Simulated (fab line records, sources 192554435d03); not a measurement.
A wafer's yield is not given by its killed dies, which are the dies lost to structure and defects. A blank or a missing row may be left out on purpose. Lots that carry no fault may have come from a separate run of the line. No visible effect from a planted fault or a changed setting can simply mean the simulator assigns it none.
A single fault, viewed from 3 desks / flow n5 finfet / numbers are kept per desk, each desk with only its own; the story behind them comes last

DESK OF THE TOOL OWNER: rie diel-06
The tool's own readings at N5_GATE_CUT_DESCUM_18 (chemistry O2, time 7 s): means of the sampled wafers that have a number, for each lot that ran on this tool. Any lot whose mean is over 4 standard deviations away from the usual mean is out of limits and marked OUT; that distance is given in the brackets.
Columns: A = chamber pressure mTorr at N5_GATE_CUT_DESCUM_18, usual 19.998 mTorr; B = drypump motor current A at N5_GATE_CUT_DESCUM_18, usual 5.6 A; C = oes product au at N5_GATE_CUT_DESCUM_18, usual 0.77 a.u.; D = rf vpp V at N5_GATE_CUT_DESCUM_18, usual 243.1 V; E = showerhead plenum p Torr at N5_GATE_CUT_DESCUM_18, usual 2.09 Torr; F = temp c at N5_GATE_CUT_DESCUM_18, usual 40.01 C; G = throttle valve pct at N5_GATE_CUT_DESCUM_18, usual 20.45 %
lot=L337; first seen here=day 6 10:58; A=20.011; B=6.4; C=0.86; D=243.0; E=2.09; F=40.04; G=20.34
lot=L349; first seen here=day 9 11:13; A=20.002; B=5.5; C=0.75; D=241.9; E=2.01; F=40.01; G=20.74
lot=L351; first seen here=day 10 03:38; A=20.002; B=5.6; C=0.74; D=241.9; E=2.01; F=40.20; G=20.74
Result from this desk: across the 3 lots, nothing is out of limits.

THE METROLOGY DESK
What the gauges read, lot by lot, whatever tool the lot ran on: means of the sampled wafers that have a number. Any lot whose mean is over 4 standard deviations away from the usual mean is out of limits and marked OUT; that distance is given in the brackets. Of its 12 readings 7 are shown: those that lie furthest out on some lot.
Columns: A = cd nm at N5_GATE_CUT_CD_MEAS_13, usual 19.97 nm; B = GATE_CUT_OVL at N5_GATE_CUT_OVL_MEAS_14, usual 0.2 nm; C = DIBL_P at N5_BEOL_M4_RC_MEAS_101, usual 36.4 mV/V; D = IOFF_N at N5_BEOL_M4_RC_MEAS_101, usual 0.164 nA/um; E = ION_N at N5_BEOL_M4_RC_MEAS_101, usual 675 uA/um; F = SS_P at N5_BEOL_M4_RC_MEAS_101, usual 73.3 mV/dec; G = VT_P at N5_BEOL_M4_RC_MEAS_101, usual -250.1 mV
lot=L333; first seen here=day 5 12:48; A=20.13; B=0.4; C=36.5; D=0.171; E=677; F=73.7; G=-248.6
lot=L337; first seen here=day 6 10:50; A=20.08; B=0.1; C=37.1; D=0.144; E=664; F=73.4; G=-246.7
lot=L343; first seen here=day 7 23:35; A=20.06; B=-0.7; C=38.8; D=0.187; E=675; F=73.5; G=-247.2
lot=L349; first seen here=day 9 11:06; A=20.09; B=0.3; C=36.6; D=0.144; E=664; F=72.8; G=-249.4
lot=L351; first seen here=day 10 03:26; A=19.60; B=-0.3; C=37.5; D=0.163; E=682; F=73.2; G=-248.6
lot=L352; first seen here=day 10 07:29; A=20.09; B=-0.2; C=36.2; D=0.177; E=678; F=73.7; G=-249.0
Result from this desk: across the 6 lots, nothing is out of limits.

THE DEFECT DESK
Per lot, the means of the sampled wafers with a number show what the inspections along the route counted. Any lot whose mean is over 4 standard deviations away from the usual mean is out of limits and marked OUT; that distance is given in the brackets.
Columns: A = raw defect count at N5_GATE_CUT_INSPECT_15, usual 139
lot=L333; first seen here=day 5 12:53; A=172
lot=L337; first seen here=day 6 10:56; A=183
lot=L343; first seen here=day 7 23:40; A=149
lot=L349; first seen here=day 9 11:11; A=170
lot=L351; first seen here=day 10 03:31; A=110
lot=L352; first seen here=day 10 07:35; A=181
Result from this desk: across the 6 lots, nothing is out of limits.

PUT TOGETHER
The tool owner's desk saw nothing out of limits.
The metrology desk saw nothing out of limits.
The defect desk saw nothing out of limits.

WHAT THE SIMULATOR HAD PUT IN
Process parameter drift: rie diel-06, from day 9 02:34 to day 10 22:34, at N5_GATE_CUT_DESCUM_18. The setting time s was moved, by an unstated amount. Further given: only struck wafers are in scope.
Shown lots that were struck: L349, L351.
